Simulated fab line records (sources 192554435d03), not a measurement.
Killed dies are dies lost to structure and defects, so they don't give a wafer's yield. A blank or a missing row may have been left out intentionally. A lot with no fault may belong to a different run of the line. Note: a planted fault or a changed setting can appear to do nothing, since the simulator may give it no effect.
A struck lot beside a sound one :: flow n5-finfet :: 37 out of 1938 route steps
Sound: wafers L191.1, L191.2, L191.6. Wafers struck: L198.3, L198.4, L198.5. The cause comes at the end.
At each step with rows: each side's tool, then ch and its chambers, then its first start. Under that, the readings that differ: sound wafers :: struck wafers :: difference of the means :: sigmas: that difference in standard deviations of wafers without a fault.
alike: readings with means less than 2 such deviations apart, plus words and numbers identical on both sides. not compared: withheld readings, readings lacking a value on some wafer, bounds such as >300 that could conceal the same value, and numbers that have no deviation in the record and whose values overlap.
A row with sigmas, a row that says differs or no value, or rows on one side alone: a step with any of these is where the two part. When numbers do not overlap yet have no deviation, they are printed without sigmas and do not part them. A reading missing from all wafers of one side parts the sides only when that side holds two or more wafers.

first, 9 steps without rows for these wafers: N5_WELL_APT_DESCUM_30 (chemistry O2, time 7.9 s); N5_WELL_APT_IMPLANT_31; N5_WELL_APT_IMPLANT_32; N5_WELL_APT_STRIP_33 (strips in SPM, time 900 s); N5_WELL_APT_RTA_34 (time 10 s); N5_WELL_APT_OXIDE_STRIP_42 (strips SiO2 in dHF, time 45 s, target depth 12 nm); N5_WELL_APT_PRECLEAN_36 (cleans in O3/DIW, time 45 s); N5_WELL_APT_PRECLEAN_39 (cleans in dHF, time 60 s); N5_WELL_APT_SRD_37 (time 30 s).
N5_WELL_APT_EPI_41: deposits Si from SiH4/H2, target thk 50 nm, time 297.7 s.
  sound on epi-rpcvd-02 ch 0, day 3 22:25; struck on epi-rpcvd-02 ch 0, day 5 16:45
reading: run-length-s (s)
sound: 362 362 362
struck: 499 499 500
difference: +137
sigmas: +36

reading: model.Si_of_WELL_APT_EPI_41.thk-nm (nm)
sound: 50.32 50.08 50.23
struck: 74.37 73.86 74.15
difference: +23.92
sigmas: 
  alike: susceptor_temp_C_max, throttle-valve-pct
then, 24 steps without rows for these wafers: N5_PMOS_HMC_CHANNEL_EPI_HM_DEP_34 (deposits SiO2 from TEOS/O2, target thk 36 nm, time 6.9 s); N5_PMOS_HMC_CHANNEL_EPI_COAT_31 (time 60 s, resist thk 66 nm); N5_PMOS_HMC_CHANNEL_EPI_COAT_03 (resist thk 205 nm); N5_PMOS_HMC_CHANNEL_EPI_EBR_05; N5_PMOS_HMC_CHANNEL_EPI_SOFTBAKE_04 (time 60 s); N5_PMOS_HMC_CHANNEL_EPI_EXPOSE_06 (exposes mask PMOS HMC BLK, target cd 240 nm); N5_PMOS_HMC_CHANNEL_EPI_PEB_07 (peb time 60 s); N5_PMOS_HMC_CHANNEL_EPI_DEVELOP_08 (develop time 30 s); N5_PMOS_HMC_CHANNEL_EPI_DESCUM_14 (chemistry O2, time 7.9 s); N5_PMOS_HMC_CHANNEL_EPI_ETCH_32 (etches BARC in N2/H2, stops on SiO2, target depth 85.8 nm, time 50.3 s); N5_PMOS_HMC_CHANNEL_EPI_HM_OPEN_15 (chemistry CHF3/O2, target SiO2, target depth 40.6 nm, time 20.3 s); N5_PMOS_HMC_CHANNEL_EPI_STRIP_33 (strips in N2/H2); N5_PMOS_HMC_CHANNEL_EPI_STRIP_17 (strips in SPM, time 750 s); N5_PMOS_HMC_CHANNEL_EPI_ETCH_38 (etches SiO2 in CF4, target depth 1.5 nm); N5_PMOS_HMC_CHANNEL_EPI_FIN_RECESS_16 (chemistry HBr/Cl2, target Si, target depth 54 nm, time 18 s); N5_PMOS_HMC_CHANNEL_EPI_PRECLEAN_36 (cleans in O3/DIW, time 45 s); N5_PMOS_HMC_CHANNEL_EPI_PRECLEAN_18 (cleans in DHF, time 30 s); N5_PMOS_HMC_CHANNEL_EPI_SRD_19 (time 30 s); N5_PMOS_HMC_CHANNEL_EPI_EPI_20 (deposits SiGe30, target thk 59 nm); N5_PMOS_HMC_CHANNEL_EPI_HM_STRIP_35 (strips SiO2 in dHF, material SiO2, target depth 39.6 nm, time 216 s); N5_PMOS_HMC_CHANNEL_EPI_SRD_39 (time 30 s); N5_PMOS_HMC_CHANNEL_EPI_CMP_21 (polishes SiGe30, target thk 54 nm); N5_PMOS_HMC_CHANNEL_EPI_PRECLEAN_40 (cleans in DHF, time 30 s); N5_PMOS_HMC_CHANNEL_EPI_PRECLEAN_37 (cleans in O3/DIW, time 45 s).
N5_SD_EPI_N_STRIP_18: strips in SPM, time 750 s.
  sound on wet-bench-02 ch 0,5,7, day 5 09:15; struck on wet-bench-06 ch 0,6,7, day 7 00:39
reading: model.Si_of_WELL_APT_EPI_41.thk-nm (nm)
sound: 9.2 8 8.2
struck: 32.2 32 32
difference: +23.6
sigmas: 
-- the record jumps here: 6 days lie between the struck wafers' starts before and after (it left off in module SD_EPI_N and takes up again in module BEOL_M4, whose first step shown is number 1111 of the route) --
N5_BEOL_M4_RC_MEAS_101:
  sound on prober-01 ch 0, day 10 17:58; struck on prober-02 ch 0, day 12 23:17
reading: CJ_N
sound: 4.25 4.33 4.35
struck: 2.61 2.60 2.59
difference: -1.71
sigmas: -17

reading: CJ_P
sound: 5.71 6.20 5.35
struck: 2.24 2.25 2.26
difference: -3.50
sigmas: -13

reading: DIBL_N (mV/V)
sound: 38.4 39.4 34.0
struck: 40.4 50.3 41.5
difference: +6.8
sigmas: +3

reading: IOFF_N (nA/um)
sound: 0.22 0.21 0.13
struck: 0.32 1.27 0.40
difference: +0.48
sigmas: +11

reading: IOFF_N_85C (nA/um)
sound: 4.0 4.0 2.6
struck: 5.6 17.6 6.7
difference: +6.4
sigmas: +9

reading: IOFF_P (nA/um)
sound: 0.30 0.30 0.17
struck: 0.25 0.53 0.32
difference: +0.11
sigmas: +2

reading: RS_NWELL (ohm/sq)
sound: 1026 1039 1015
struck: 991 987 1001
difference: -34
sigmas: -4

reading: RS_PWELL (ohm/sq)
sound: 2992 2997 2969
struck: 2586 2582 2571
difference: -406
sigmas: -17

reading: SS_N (mV/dec)
sound: 72.2 72.2 70.7
struck: 76.6 85.4 76.9
difference: +7.9
sigmas: +11

reading: SS_P (mV/dec)
sound: 74.4 74.0 72.2
struck: 74.0 77.7 75.2
difference: +2.1
sigmas: +3
  alike: DIBL_P, IOFF_P_85C, ION_N, ION_P, VT_N, VT_P
-- a jump in the record: the struck wafers' starts before and after are 5 days apart (it breaks off in module BEOL_M4 and resumes in module PASSIVATION, where the first step shown is number 1936 of the route) --
N5_PASSIVATION_PROBE_49:
  sound on prober-02, day 15 09:25; struck on prober-02, day 17 11:47
reading: sort_bin_4_leakage (%)
sound: 0 0 0
struck: 0.68 92.63 11.95
difference: +35.09
sigmas: +99 or more

reading: sort-n-pass
sound: 1079 1080 1096
struck: 1071 0 974
difference: -403
sigmas: -24

reading: sort-yield-pct (%)
sound: 91.4 91.5 92.9
struck: 90.8 0 82.5
difference: -34.2
sigmas: -24
  alike: defect-limited-yield, killed_at_M0_to_M3, killed_at_M4_up, killed-at-contacts, killed-at-front-end, killed-at-other, killed-dies, killed-open, killed-short, sort_bin_5_function, sort_bin_6_memory

WHERE THEY PART
Earliest at N5_WELL_APT_EPI_41; latest, in this record, at N5_PASSIVATION_PROBE_49.

WHY: the cause the simulator had injected
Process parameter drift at N5_WELL_APT_EPI_41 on epi-rpcvd-02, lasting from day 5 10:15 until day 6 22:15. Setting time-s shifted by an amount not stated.
